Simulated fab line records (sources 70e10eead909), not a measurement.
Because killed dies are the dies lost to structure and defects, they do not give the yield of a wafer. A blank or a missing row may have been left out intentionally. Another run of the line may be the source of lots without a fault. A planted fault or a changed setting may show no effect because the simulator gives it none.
Chamber matching / flow nand-harc / rie-diel-05 running NHARC_P_GATE_DESCUM_13: 4 sister chambers
The step chemistry O2, time 3 s. 16 wafers are shown with their chamber, then 8 later ones without.

WAFERS, EACH WITH ITS CHAMBER
wafer=L076.1; chamber=2; drypump-motor-current-A (A)=5.1; showerhead-plenum-p-Torr (Torr)=2.06; rf-vpp-V (V)=57.3
wafer=L076.2; chamber=1; drypump-motor-current-A (A)=5.7; showerhead-plenum-p-Torr (Torr)=2.02; rf-vpp-V (V)=59.0
wafer=L076.3; chamber=3; drypump-motor-current-A (A)=6.0; showerhead-plenum-p-Torr (Torr)=2.01; rf-vpp-V (V)=58.0
wafer=L080.1; chamber=1; drypump-motor-current-A (A)=5.7; showerhead-plenum-p-Torr (Torr)=2.02; rf-vpp-V (V)=59.1
wafer=L080.2; chamber=0; drypump-motor-current-A (A)=6.3; showerhead-plenum-p-Torr (Torr)=1.96; rf-vpp-V (V)=57.8
wafer=L080.5; chamber=2; drypump-motor-current-A (A)=5.1; showerhead-plenum-p-Torr (Torr)=2.06; rf-vpp-V (V)=59.0
wafer=L082.1; chamber=3; drypump-motor-current-A (A)=6.0; showerhead-plenum-p-Torr (Torr)=2.00; rf-vpp-V (V)=58.9
wafer=L082.4; chamber=0; drypump-motor-current-A (A)=6.4; showerhead-plenum-p-Torr (Torr)=1.96; rf-vpp-V (V)=58.0
wafer=L082.6; chamber=3; drypump-motor-current-A (A)=6.0; showerhead-plenum-p-Torr (Torr)=2.00; rf-vpp-V (V)=59.7
wafer=L084.1; chamber=1; drypump-motor-current-A (A)=5.7; showerhead-plenum-p-Torr (Torr)=2.02; rf-vpp-V (V)=59.4
wafer=L084.4; chamber=0; drypump-motor-current-A (A)=6.3; showerhead-plenum-p-Torr (Torr)=1.96; rf-vpp-V (V)=57.2
wafer=L084.5; chamber=3; drypump-motor-current-A (A)=6.0; showerhead-plenum-p-Torr (Torr)=2.00; rf-vpp-V (V)=58.3
wafer=L085.2; chamber=2; drypump-motor-current-A (A)=5.1; showerhead-plenum-p-Torr (Torr)=2.06; rf-vpp-V (V)=59.5
wafer=L085.5; chamber=2; drypump-motor-current-A (A)=5.1; showerhead-plenum-p-Torr (Torr)=2.06; rf-vpp-V (V)=58.5
wafer=L085.6; chamber=1; drypump-motor-current-A (A)=5.7; showerhead-plenum-p-Torr (Torr)=2.02; rf-vpp-V (V)=57.9
wafer=L091.1; chamber=0; drypump-motor-current-A (A)=6.3; showerhead-plenum-p-Torr (Torr)=1.96; rf-vpp-V (V)=58.5

SIGNATURES (means of the wafers above)
reading=drypump-motor-current-A; chamber 0=6.325; chamber 1=5.700; chamber 2=5.100; chamber 3=6.000; scatter within a chamber=0.025
reading=showerhead-plenum-p-Torr; chamber 0=1.9600; chamber 1=2.0200; chamber 2=2.0600; chamber 3=2.0025; scatter within a chamber=0.0025
reading=rf-vpp-V; chamber 0=57.875; chamber 1=58.850; chamber 2=58.575; chamber 3=58.725; scatter within a chamber=0.737
Rule: for each reading, subtract the chamber's mean from the wafer's reading, divide by that reading's scatter and square the result; add these up over the readings and take the root, which gives the wafer's distance from the chamber. The wafer belongs to the nearest chamber; if the next one is less than 2 further off, it can't be placed. The scatter: take each reading less its chamber's mean, square it, sum over the shown wafers, divide by the number of wafers less the number of chambers, and take the root.

WAFERS WITHOUT THEIR CHAMBER
wafer=L091.3; drypump-motor-current-A (A)=5.1; showerhead-plenum-p-Torr (Torr)=2.06; rf-vpp-V (V)=58.4
wafer=L091.4; drypump-motor-current-A (A)=5.7; showerhead-plenum-p-Torr (Torr)=2.02; rf-vpp-V (V)=57.3
wafer=L095.1; drypump-motor-current-A (A)=6.3; showerhead-plenum-p-Torr (Torr)=1.96; rf-vpp-V (V)=58.2
wafer=L095.4; drypump-motor-current-A (A)=5.7; showerhead-plenum-p-Torr (Torr)=2.02; rf-vpp-V (V)=58.8
wafer=L095.5; drypump-motor-current-A (A)=6.0; showerhead-plenum-p-Torr (Torr)=2.00; rf-vpp-V (V)=58.7
wafer=L097.1; drypump-motor-current-A (A)=6.0; showerhead-plenum-p-Torr (Torr)=2.00; rf-vpp-V (V)=58.1
wafer=L097.2; drypump-motor-current-A (A)=5.7; showerhead-plenum-p-Torr (Torr)=2.02; rf-vpp-V (V)=59.3
wafer=L097.6; drypump-motor-current-A (A)=5.1; showerhead-plenum-p-Torr (Torr)=2.06; rf-vpp-V (V)=57.1

WHICH CHAMBER EACH WENT THROUGH
wafer=L091.3; from the rows above=2; in truth=2
wafer=L091.4; from the rows above=1; in truth=1
wafer=L095.1; from the rows above=0; in truth=0
wafer=L095.4; from the rows above=1; in truth=1
wafer=L095.5; from the rows above=3; in truth=3
wafer=L097.1; from the rows above=3; in truth=3
wafer=L097.2; from the rows above=1; in truth=1
wafer=L097.6; from the rows above=2; in truth=2
Correct placement for 8 of the 8. Number that these rows cannot place: 0. Wrongly placed: 0.
